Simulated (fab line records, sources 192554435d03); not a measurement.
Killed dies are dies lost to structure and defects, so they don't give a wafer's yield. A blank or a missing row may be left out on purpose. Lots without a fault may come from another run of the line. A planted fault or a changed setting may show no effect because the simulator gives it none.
Which tool did it? | flow n5_finfet | 9 lots, 26 wafers sampled, at 7 steps of a route of 1938

WHAT THE GAUGES READ, wafer by wafer
N5_BEOL_M7_CD_MEAS_28: target cd 40 nm. Usual: cd_nm 40.06 nm, standard deviation 0.23.
lot  | measured     | on        | cd_nm (nm)        | flag
L624 | day 9 12:32  | cd_sem-03 | 40.00 40.15 40.17 |
L625 | day 10 00:31 | cd_sem-01 | 40.17 40.10 39.82 |
L632 | day 11 10:43 | cd_sem-03 | 40.06 40.16       |
L636 | day 12 15:08 | cd_sem-01 | 40.09 40.17 39.91 |
L638 | day 13 06:14 | cd_sem-03 | 39.85 40.06 40.45 |
L640 | day 13 16:04 | cd_sem-02 | 39.76 39.71 39.93 |
L643 | day 14 01:19 | cd_sem-01 | 39.73 39.95 40.14 |
L642 | day 14 05:37 | cd_sem-01 | 40.03 39.91 40.23 |
L645 | day 15 07:37 | cd_sem-03 | 40.17 39.56 39.89 |

N5_BEOL_M7_OCD_MEAS_38. Usual: trench_depth_nm 93.2 nm, standard deviation 1.5.
lot  | measured     | on     | trench_depth_nm (nm) | flag
L624 | day 9 13:26  | ocd-02 | 92.2 92.5 91.9       |
L625 | day 10 01:15 | ocd-01 | 96.2 94.9 95.3       |
L632 | day 11 11:17 | ocd-02 | 139.0 92.4           | OFF
L636 | day 12 15:55 | ocd-02 | 95.4 95.1 92.9       |
L638 | day 13 06:47 | ocd-01 | 94.2 93.5 91.6       |
L640 | day 13 16:37 | ocd-02 | 94.2 93.1 92.9       |
L643 | day 14 01:52 | ocd-01 | 92.8 93.4 94.3       |
L642 | day 14 06:54 | ocd-01 | 91.4 94.0 91.6       |
L645 | day 15 08:10 | ocd-01 | 94.5 93.9 93.5       |

N5_BEOL_M7_THK_MEAS_53: measures by xrf. Usual: M7_THK 77.7 nm, standard deviation 1.9.
lot  | measured     | on            | M7_THK (nm)    | flag
L624 | day 9 16:11  | film_metro-01 | 77.8 77.2 77.4 |
L625 | day 10 05:03 | film_metro-02 | 81.7 80.6 80.4 |
L632 | day 11 13:44 | film_metro-02 | 122.8 75.1     | OFF
L636 | day 12 18:55 | film_metro-02 | 79.4 82.8 79.9 |
L638 | day 13 10:00 | film_metro-01 | 78.7 77.0 76.4 |
L640 | day 13 20:52 | film_metro-01 | 77.8 75.5 77.1 |
L643 | day 14 05:29 | film_metro-02 | 78.3 76.8 78.0 |
L642 | day 14 13:03 | film_metro-01 | 75.8 76.0 76.2 |
L645 | day 15 12:28 | film_metro-02 | 78.9 78.4 76.4 |

N5_BEOL_M7_RS_MEAS_57: measures by four-point-probe. Usual: M7_RS 0.288 ohm/sq, standard deviation 0.0077.
lot  | measured     | on            | M7_RS (ohm/sq)    | flag
L624 | day 9 16:19  | film_metro-01 | 0.291 0.293 0.294 |
L625 | day 10 05:13 | film_metro-02 | 0.272 0.276 0.276 |
L632 | day 11 13:52 | film_metro-02 | 0.170 0.298       | OFF
L636 | day 12 19:11 | film_metro-02 | 0.283 0.270 0.283 |
L638 | day 13 10:10 | film_metro-02 | 0.281 0.290 0.293 |
L640 | day 13 21:01 | film_metro-02 | 0.289 0.298 0.291 |
L643 | day 14 05:37 | film_metro-02 | 0.285 0.294 0.288 |
L642 | day 14 13:11 | film_metro-01 | 0.298 0.296 0.296 |
L645 | day 15 12:35 | film_metro-02 | 0.286 0.288 0.297 |

WHICH TOOL RAN EACH LOT (tool, then ch and the chambers of the sampled wafers, then the start)
lot  | N5_BEOL_M7_ETCH_65                 | N5_BEOL_M7_TRENCH_ETCH_37          | N5_BEOL_M7_ETCH_41
L624 | rie_diel-02 ch 2, day 9 12:53      | rie_diel-02 ch 2, day 9 13:13      | rie_diel-02 ch 2, day 9 13:26 or earlier
L625 | rie_diel-04 ch 0,1,3, day 10 00:52 | rie_diel-04 ch 0,1,3, day 10 01:05 | rie_diel-04 ch 0,1,3, day 10 01:15 or earlier
L632 | rie_diel-02 ch 0,1, day 11 10:53   | rie_diel-02 ch 0,1, day 11 11:07   | rie_diel-02 ch 0,1, day 11 11:17 or earlier
L636 | rie_diel-04 ch 1,2,3, day 12 15:32 | rie_diel-04 ch 1,2,3, day 12 15:46 | rie_diel-04 ch 1,2,3, day 12 15:55 or earlier
L638 | rie_diel-05 ch 0,1,3, day 13 06:25 | rie_diel-05 ch 0,1,3, day 13 06:38 | rie_diel-05 ch 0,1,3, day 13 06:47 or earlier
L640 | rie_diel-05 ch 1,2,3, day 13 16:14 | rie_diel-05 ch 1,2,3, day 13 16:28 | rie_diel-05 ch 1,2,3, day 13 16:37 or earlier
L643 | rie_diel-04 ch 2,3, day 14 01:29   | rie_diel-04 ch 2,3, day 14 01:42   | rie_diel-04 ch 2,3, day 14 01:52 or earlier
L642 | rie_diel-02 ch 0,2,3, day 14 06:31 | rie_diel-02 ch 0,2,3, day 14 06:44 | rie_diel-02 ch 0,2,3, day 14 06:54 or earlier
L645 | rie_diel-04 ch 0,1,2, day 15 07:47 | rie_diel-04 ch 0,1,2, day 15 08:01 | rie_diel-04 ch 0,1,2, day 15 08:10 or earlier
- N5_BEOL_M7_ETCH_65: etches SiARC in CF4, target depth 15.6 nm, time 26 s.
- N5_BEOL_M7_TRENCH_ETCH_37: etches SiCOH lowk in C4F6/O2, target depth 93.478 nm, time 31.2 s.
- N5_BEOL_M7_ETCH_41: etches SiCN in CH3F/O2, target depth 31.9 nm, time 57.8 s.

WHAT THE TOOLS THEMSELVES READ (means of the sampled wafers that have a number; where no wafer has one, the mark that the record gives instead)
N5_BEOL_M7_ETCH_65. Usual: drypump_motor_current_A 5.6 A, standard deviation 0.39; etch_rf_on_time_s 26.1 s, standard deviation 0.45; oes_product_au 0.69 a.u., standard deviation 0.067; rf_vpp_V 184.4 V, standard deviation 1.1; showerhead_plenum_p_Torr 2.17 Torr, standard deviation 0.053; throttle_valve_pct 15.56 %, standard deviation 0.22.
lot  | tool        | drypump_motor_current_A (A) | etch_rf_on_time_s (s) | oes_product_au (a.u.) | rf_vpp_V (V) | showerhead_plenum_p_Torr (Torr) | throttle_valve_pct (%) | flag
L624 | rie_diel-02 | 5.6                         | 26.3                  | 0.63                  | 184.2        | 2.14                            | 15.50                  |
L625 | rie_diel-04 | 5.7                         | 25.9                  | 0.72                  | 184.6        | 2.14                            | 15.49                  |
L632 | rie_diel-02 | 5.2                         | 26.5                  | 0.79                  | 184.2        | 2.23                            | 15.27                  |
L636 | rie_diel-04 | 5.8                         | 25.9                  | 0.73                  | 184.4        | 2.15                            | 15.60                  |
L638 | rie_diel-05 | 5.8                         | 26.0                  | 0.65                  | 184.5        | 2.14                            | 15.68                  |
L640 | rie_diel-05 | 5.6                         | 26.3                  | 0.68                  | 184.4        | 2.13                            | 15.56                  |
L643 | rie_diel-04 | 6.2                         | 26.0                  | 0.70                  | 184.3        | 2.17                            | 15.75                  |
L642 | rie_diel-02 | 5.4                         | 26.2                  | 0.65                  | 184.3        | 2.20                            | 15.59                  |
L645 | rie_diel-04 | 5.9                         | 25.8                  | 0.68                  | 183.3        | 2.12                            | 15.55                  |

N5_BEOL_M7_TRENCH_ETCH_37. Usual: drypump_motor_current_A 5.6 A, standard deviation 0.39; oes_product_au 0.81 a.u., standard deviation 0.081; rf_vpp_V 668 V, standard deviation 7.4; showerhead_plenum_p_Torr 2.88 Torr, standard deviation 0.069; throttle_valve_pct 20.88 %, standard deviation 0.24.
lot  | tool        | drypump_motor_current_A (A) | oes_product_au (a.u.) | rf_vpp_V (V) | showerhead_plenum_p_Torr (Torr) | throttle_valve_pct (%) | flag
L624 | rie_diel-02 | 5.6                         | 0.74                  | 663          | 2.83                            | 20.64                  |
L625 | rie_diel-04 | 5.6                         | 0.85                  | 670          | 2.84                            | 20.86                  |
L632 | rie_diel-02 | 5.2                         | 1.06                  | 664          | 2.96                            | 20.59                  | OFF
L636 | rie_diel-04 | 5.8                         | 0.85                  | 676          | 2.85                            | 20.95                  |
L638 | rie_diel-05 | 5.8                         | 0.76                  | 665          | 2.86                            | 21.06                  |
L640 | rie_diel-05 | 5.6                         | 0.80                  | 664          | 2.84                            | 20.89                  |
L643 | rie_diel-04 | 6.2                         | 0.82                  | 676          | 2.88                            | 21.10                  |
L642 | rie_diel-02 | 5.4                         | 0.76                  | 670          | 2.92                            | 20.82                  |
L645 | rie_diel-04 | 5.9                         | 0.80                  | 667          | 2.83                            | 20.89                  |

N5_BEOL_M7_ETCH_41. Usual: drypump_motor_current_A 5.6 A, standard deviation 0.39; oes_product_au 0.81 a.u., standard deviation 0.08; rf_vpp_V 297.8 V, standard deviation 1.3; showerhead_plenum_p_Torr 2.03 Torr, standard deviation 0.05; throttle_valve_pct 16.26 %, standard deviation 0.23.
lot  | tool        | drypump_motor_current_A (A) | oes_product_au (a.u.) | rf_vpp_V (V) | showerhead_plenum_p_Torr (Torr) | throttle_valve_pct (%) | flag
L624 | rie_diel-02 | 5.6                         | 0.73                  | 297.1        | 1.99                            | 16.12                  |
L625 | rie_diel-04 | 5.7                         | 0.84                  | 297.0        | 2.00                            | 16.22                  |
L632 | rie_diel-02 | 5.2                         | 0.92                  | 299.4        | 2.08                            | 15.93                  |
L636 | rie_diel-04 | 5.8                         | 0.85                  | 297.8        | 2.00                            | 16.30                  |
L638 | rie_diel-05 | 5.8                         | 0.76                  | 298.0        | 2.01                            | 16.45                  |
L640 | rie_diel-05 | 5.6                         | 0.80                  | 297.5        | 2.00                            | 16.28                  |
L643 | rie_diel-04 | 6.2                         | 0.82                  | 297.3        | 2.03                            | 16.42                  |
L642 | rie_diel-02 | 5.4                         | 0.75                  | 298.9        | 2.05                            | 16.24                  |
L645 | rie_diel-04 | 5.9                         | 0.80                  | 297.3        | 1.98                            | 16.27                  |

THE ANSWER, worked out from the rows above alone
Rule: a lot is off if the mean of its wafers that have a number lies more than 3 standard deviations from the usual mean. A lot without any number at a reading at which 4 lots or more have one is off too. The other lots that the step has rows for count as sound. The gauges are gone through in route order, then the tools' own readings, and for those a lot's mean is taken as printed above. The first step at which some lot is off is used, and at that step the reading that is off furthest; a lot without a number counts as furthest.
Off: L632, at N5_BEOL_M7_OCD_MEAS_38 (trench_depth_nm).
A tool fits if, at a process step before that reading, it ran every lot that is off, and no sound lot after the first of them. The gauges at N5_BEOL_M7_OCD_MEAS_38 aren't tried: what is off there is off at N5_BEOL_M7_THK_MEAS_53 too, on other tools, and a gauge's error can't cause that. N5_BEOL_M7_ETCH_41 gives no start for some lots, so the hours and the order of its lots are those of N5_BEOL_M7_OCD_MEAS_38. None of those tried fits.

WHAT THE SIMULATOR HAD PUT IN
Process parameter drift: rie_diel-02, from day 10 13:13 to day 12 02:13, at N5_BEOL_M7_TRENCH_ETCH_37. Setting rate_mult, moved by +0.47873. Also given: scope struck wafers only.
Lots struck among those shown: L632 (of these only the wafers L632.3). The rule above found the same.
